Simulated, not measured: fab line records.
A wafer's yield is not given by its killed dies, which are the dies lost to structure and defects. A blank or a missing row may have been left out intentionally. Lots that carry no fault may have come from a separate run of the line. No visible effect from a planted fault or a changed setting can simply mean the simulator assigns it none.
Which tool did it? -- flow n5-finfet -- 14 lots, 41 wafers sampled, at 6 steps of a route of 1938

## WHAT THE GAUGES READ, wafer by wafer
N5_BEOL_M2_INSPECT_13: inspects for defects (brightfield). Usual: raw-defect-count at 444, with a standard deviation of 110.
lot,measured,on,raw-defect-count,flag
L796,day 7 17:54,defect-inspect-02,414 386 371,
L800,day 7 22:50,defect-inspect-01,460 439 410,
L798,day 7 23:11,defect-inspect-02,375 364 380,
L799,day 8 02:39,defect-inspect-02,334 516 458,
L801,day 8 03:52,defect-inspect-02,605 354 461,
L802,day 8 05:02,defect-inspect-02,655 426 558,
L805,day 8 20:41,defect-inspect-01,480 512,
L806,day 9 09:50,defect-inspect-01,538 495 371,
L809,day 10 19:02,defect-inspect-02,343 269 480,
L811,day 10 19:27,defect-inspect-02,410 477 454,
L814,day 10 21:59,defect-inspect-01,265 301 322,
L815,day 11 10:44,defect-inspect-02,290 376 228,
L816,day 11 13:58,defect-inspect-01,535 524 698,
L817,day 12 10:52,defect-inspect-02,424 358 394,

N5_BEOL_M2_CD_MEAS_18: pitch 36 nm, target cd 18 nm. Usual: cd-nm at 18.1 nm, with a standard deviation of 0.4.
lot,measured,on,cd-nm (nm),flag
L796,day 7 18:25,cd-sem-01,18.0 18.0 18.3,
L800,day 7 23:21,cd-sem-03,18.1 18.6 18.2,
L798,day 7 23:49,cd-sem-01,17.8 18.7 18.4,
L799,day 8 03:49,cd-sem-02,18.5 17.9 18.2,
L801,day 8 04:36,cd-sem-03,17.8 17.7 18.3,
L802,day 8 05:31,cd-sem-02,17.5 17.5 17.9,
L805,day 8 21:10,cd-sem-02,17.6 17.3,
L806,day 9 10:24,cd-sem-03,18.2 18.2 18.4,
L809,day 10 19:38,cd-sem-01,- - -,OFF
L811,day 10 20:08,cd-sem-03,- - -,OFF
L814,day 10 22:56,cd-sem-03,18.4 18.4 18.1,
L815,day 11 11:18,cd-sem-01,18.1 18.8 18.3,
L816,day 11 14:41,cd-sem-02,18.5 18.4 18.0,
L817,day 12 11:46,cd-sem-02,18.3 17.9 18.4,

N5_BEOL_M4_RC_MEAS_101. Usual: DIBL_N 36.6 mV/V, standard deviation 2.1; DIBL_P 36.5 mV/V, standard deviation 2.7; IOFF_N 0.17 nA/um, standard deviation 0.043; IOFF_P 0.22 nA/um, standard deviation 0.045; ION_N 674 uA/um, standard deviation 17; ION_P 461 uA/um, standard deviation 9.9; SS_N 71.7 mV/dec, standard deviation 0.79; SS_P 73.4 mV/dec, standard deviation 0.79; VT_N 249 mV, standard deviation 4; VT_P -250 mV, standard deviation 3.3.
lot,measured,on,DIBL_N (mV/V),DIBL_P (mV/V),IOFF_N (nA/um),IOFF_P (nA/um),ION_N (uA/um),ION_P (uA/um),SS_N (mV/dec),SS_P (mV/dec),VT_N (mV),VT_P (mV),flag
L796,day 8 20:52,prober-01,33.1 34.9 38.3,33.5 36.1 39.8,0.10 0.14 0.22,0.14 0.18 0.24,647 658 696,443 454 469,70.5 71.3 72.1,71.6 73.0 73.2,258 252 244,-256 -254 -251,
L800,day 9 02:46,prober-01,39.7 36.1 35.1,39.8 32.2 33.3,0.19 0.13 0.12,0.27 0.15 0.17,657 644 645,452 439 449,71.8 70.9 70.6,75.0 72.2 72.6,249 254 254,-248 -255 -255,
L798,day 9 02:56,prober-02,40.5 37.7 38.3,39.4 35.1 37.4,0.23 0.17 0.20,0.26 0.19 0.23,695 676 693,463 454 464,73.2 72.8 72.4,74.4 73.9 73.9,247 250 248,-250 -254 -248,
L799,day 9 08:06,prober-02,34.9 35.6 36.0,34.8 34.2 34.3,0.16 0.17 0.17,0.26 0.25 0.25,695 653 679,487 460 465,71.3 71.6 71.9,72.6 73.1 73.2,249 250 248,-244 -245 -246,
L801,day 9 23:44,prober-02,39.5 39.0 37.1,41.3 40.2 36.6,0.25 0.25 0.20,0.30 0.30 0.23,692 689 687,469 468 465,73.0 72.0 72.0,74.9 74.1 73.9,244 242 248,-246 -245 -246,
L802,day 9 16:56,prober-02,39.1 41.6 41.1,38.8 42.6 42.1,0.20 0.28 0.23,0.23 0.30 0.28,668 695 702,454 467 472,72.6 72.6 72.1,73.9 74.9 74.9,249 243 247,-251 -248 -249,
L805,day 10 02:13,prober-02,35.5 37.8,36.0 38.4,0.15 0.19,0.23 0.27,673 682,467 478,71.9 72.0,73.6 74.2,248 249,-246 -246,
L806,day 10 22:29,prober-01,34.5 34.3 35.6,33.8 34.0 36.4,0.13 0.12 0.15,0.18 0.19 0.24,659 660 678,460 457 473,70.8 70.2 71.4,72.9 73.5 73.6,251 255 251,-249 -249 -247,
L814,day 12 03:50,prober-01,37.2 38.0 35.6,37.6 39.5 34.8,0.17 0.20 0.15,0.22 0.25 0.18,658 682 673,452 465 455,71.1 72.1 71.3,74.0 73.7 73.8,250 245 251,-249 -248 -250,
L815,day 12 18:49,prober-01,37.2 36.0 37.9,37.7 36.6 38.2,0.18 0.17 0.19,0.24 0.23 0.24,699 678 664,478 465 456,72.0 71.1 72.0,73.5 73.3 73.2,247 246 245,-246 -247 -249,
L816,day 12 20:22,prober-02,35.6 35.8 37.1,35.6 36.1 37.1,0.15 0.16 0.19,0.19 0.19 0.22,665 681 673,447 456 449,71.4 71.3 72.3,73.5 73.6 73.9,252 250 246,-254 -254 -253,
L817,day 14 02:22,prober-02,36.5 40.9 36.9,38.2 43.3 38.2,0.16 0.30 0.18,0.23 0.37 0.23,661 712 682,455 483 462,71.5 72.4 71.4,74.0 75.4 74.2,251 240 247,-251 -245 -251,

## WHAT TOOL EACH LOT RAN ON (gives the tool, then ch and the chambers of the sampled wafers, and finally the start)
lot,N5_BEOL_M1_PRE_CLEAN_60,N5_BEOL_M2_ILD_DEP_00,N5_BEOL_M2_HM_OPEN_17
L796,"cvd-co-02 ch 0,1,2, day 7 15:45","pecvd-04 ch 0,1, day 7 16:04","rie-metal-03 ch 0,1, day 7 18:14"
L800,"cvd-co-02 ch 0,1, day 7 20:53","pecvd-01 ch 0,2, day 7 21:14","rie-metal-03 ch 0,1, day 7 23:08"
L798,"cvd-co-02 ch 0,1, day 7 21:35","pecvd-01 ch 1,2, day 7 21:55","rie-metal-02 ch 0,1, day 7 23:38"
L799,"cvd-co-01 ch 0,1, day 8 00:35","pecvd-03 ch 1,2, day 8 00:52","rie-metal-01 ch 0, day 8 03:19"
L801,"cvd-co-02 ch 1,2, day 8 02:23","pecvd-03 ch 0,1,2, day 8 02:40","rie-metal-03 ch 0,1, day 8 04:26"
L802,"cvd-co-01 ch 0,1, day 8 03:47","pecvd-04 ch 1,2, day 8 04:04","rie-metal-02 ch 0,1, day 8 05:20"
L805,"cvd-co-02 ch 0,1, day 8 18:33","pecvd-01 ch 1,2, day 8 18:50","rie-metal-02 ch 0,1, day 8 20:59"
L806,"cvd-co-01 ch 0,1,2, day 9 08:49","pecvd-03 ch 0,2, day 9 09:06","rie-metal-01 ch 0, day 9 10:08"
L809,"cvd-co-02 ch 1,2, day 10 15:51","pecvd-03 ch 1,2, day 10 16:08","rie-metal-02 ch 0, day 10 19:19"
L811,"cvd-co-02 ch 0,2, day 10 17:38","pecvd-04 ch 0,2, day 10 17:56","rie-metal-02 ch 0,1, day 10 19:59"
L814,"cvd-co-02 ch 0,1,2, day 10 19:33","pecvd-03 ch 1,2, day 10 19:50","rie-metal-02 ch 0,1, day 10 22:17"
L815,"cvd-co-01 ch 0,1, day 11 09:40","pecvd-03 ch 0,2, day 11 09:58","rie-metal-01 ch 0, day 11 11:02"
L816,"cvd-co-02 ch 1,2, day 11 12:52","pecvd-01 ch 0,1,2, day 11 13:09","rie-metal-02 ch 0,1, day 11 14:16"
L817,"cvd-co-02 ch 0,2, day 12 03:39","pecvd-04 ch 0,1,2, day 12 03:59","rie-metal-01 ch 1, day 12 11:25"
- N5_BEOL_M1_PRE_CLEAN_60: time 15 s.
- N5_BEOL_M2_ILD_DEP_00: deposits SiOC from DEMS/O2, target thk 79 nm, time 15.3 s.
- N5_BEOL_M2_HM_OPEN_17: chemistry Cl2/BCl3, target TiN, target depth 20 nm, overetch 6 nm.

## AS READ BY THE TOOLS THEMSELVES (means over the sampled wafers that have a number; for cases with no such wafer, the mark the record gives instead)
N5_BEOL_M1_PRE_CLEAN_60. Usual: heater-power-w at 98 W, with a standard deviation of 8.9.
lot,tool,heater-power-w (W),flag
L796,cvd-co-02,95,
L800,cvd-co-02,92,
L798,cvd-co-02,93,
L799,cvd-co-01,101,
L801,cvd-co-02,98,
L802,cvd-co-01,108,
L805,cvd-co-02,94,
L806,cvd-co-01,102,
L809,cvd-co-02,97,
L811,cvd-co-02,96,
L814,cvd-co-02,96,
L815,cvd-co-01,102,
L816,cvd-co-02,99,
L817,cvd-co-02,96,

N5_BEOL_M2_ILD_DEP_00. Usual: heater-power-w 539 W, standard deviation 83; showerhead-plenum-p-Torr 5.699 Torr, standard deviation 0.014; throttle-valve-pct 11.7 %, standard deviation 0.73.
lot,tool,heater-power-w (W),showerhead-plenum-p-Torr (Torr),throttle-valve-pct (%),flag
L796,pecvd-04,464,5.707,12.7,
L800,pecvd-01,488,5.683,11.8,
L798,pecvd-01,552,5.703,11.8,
L799,pecvd-03,584,5.707,11.5,
L801,pecvd-03,579,5.707,11.2,
L802,pecvd-04,502,5.699,12.2,
L805,pecvd-01,569,5.691,11.4,
L806,pecvd-03,602,5.707,11.1,
L809,pecvd-03,562,5.700,11.6,
L811,pecvd-04,503,5.709,12.2,
L814,pecvd-03,551,5.702,10.9,
L815,pecvd-03,622,5.708,11.2,
L816,pecvd-01,499,5.681,11.6,
L817,pecvd-04,513,5.708,12.5,

N5_BEOL_M2_HM_OPEN_17. Usual: bcl3-flow-sccm 21.77 sccm, standard deviation 0.066; bias-w 126.0 W, standard deviation 0.34; drypump-motor-current-A 5.6 A, standard deviation 0.35; he-backside-leak-sccm 3.49 sccm, standard deviation 0.18; oes-product-au 0.67 a.u., standard deviation 0.1; throttle-valve-pct 22.03 %, standard deviation 0.23.
lot,tool,bcl3-flow-sccm (sccm),bias-w (W),drypump-motor-current-A (A),he-backside-leak-sccm (sccm),oes-product-au (a.u.),throttle-valve-pct (%),flag
L796,rie-metal-03,21.79,125.7,5.6,3.53,0.75,21.91,
L800,rie-metal-03,21.72,126.0,5.7,3.67,0.75,21.91,
L798,rie-metal-02,21.73,126.2,5.9,3.36,0.75,21.94,
L799,rie-metal-01,21.76,126.2,5.0,3.50,0.50,22.44,
L801,rie-metal-03,21.81,125.8,5.6,3.59,0.70,21.96,
L802,rie-metal-02,21.73,126.0,5.9,3.49,0.74,21.94,
L805,rie-metal-02,21.80,126.3,5.8,3.33,0.73,21.93,
L806,rie-metal-01,21.77,126.0,5.0,3.55,0.49,22.45,
L809,rie-metal-02,-,-,-,-,-,-,OFF
L811,rie-metal-02,-,-,-,-,-,-,OFF
L814,rie-metal-02,21.82,126.4,5.7,3.36,0.71,21.91,
L815,rie-metal-01,21.81,125.8,5.0,3.56,0.48,22.49,
L816,rie-metal-02,21.74,125.5,5.7,3.39,0.70,21.90,
L817,rie-metal-01,21.77,126.3,5.5,3.11,0.72,21.78,

## THE ANSWER, worked out from the rows above alone
Rule: a lot is off if the mean of its wafers that have a number lies more than 3 standard deviations from the usual mean. Also off: a lot with no number at a reading for which 4 or more lots have one. The other lots that the step has rows for count as sound. Order of review: gauges by route order, followed by the tools' own readings, for which a lot's mean as printed above is used. The first step at which some lot is off is used, and at that step the reading that is off furthest; a lot without a number counts as furthest.
Off: L809, L811 (N5_BEOL_M2_CD_MEAS_18, cd-nm). Without a number there: L809, L811.
If a tool, at a process step before that reading, ran all the lots that are off and no sound lot after the first of them, it fits. The gauges at N5_BEOL_M2_CD_MEAS_18 aren't tried: what is off there is off at N5_BEOL_M2_HM_OPEN_17 too, on other tools, and a gauge's error can't cause that. Not one of the candidates tried fits.

## WHAT WAS PUT IN BY THE SIMULATOR
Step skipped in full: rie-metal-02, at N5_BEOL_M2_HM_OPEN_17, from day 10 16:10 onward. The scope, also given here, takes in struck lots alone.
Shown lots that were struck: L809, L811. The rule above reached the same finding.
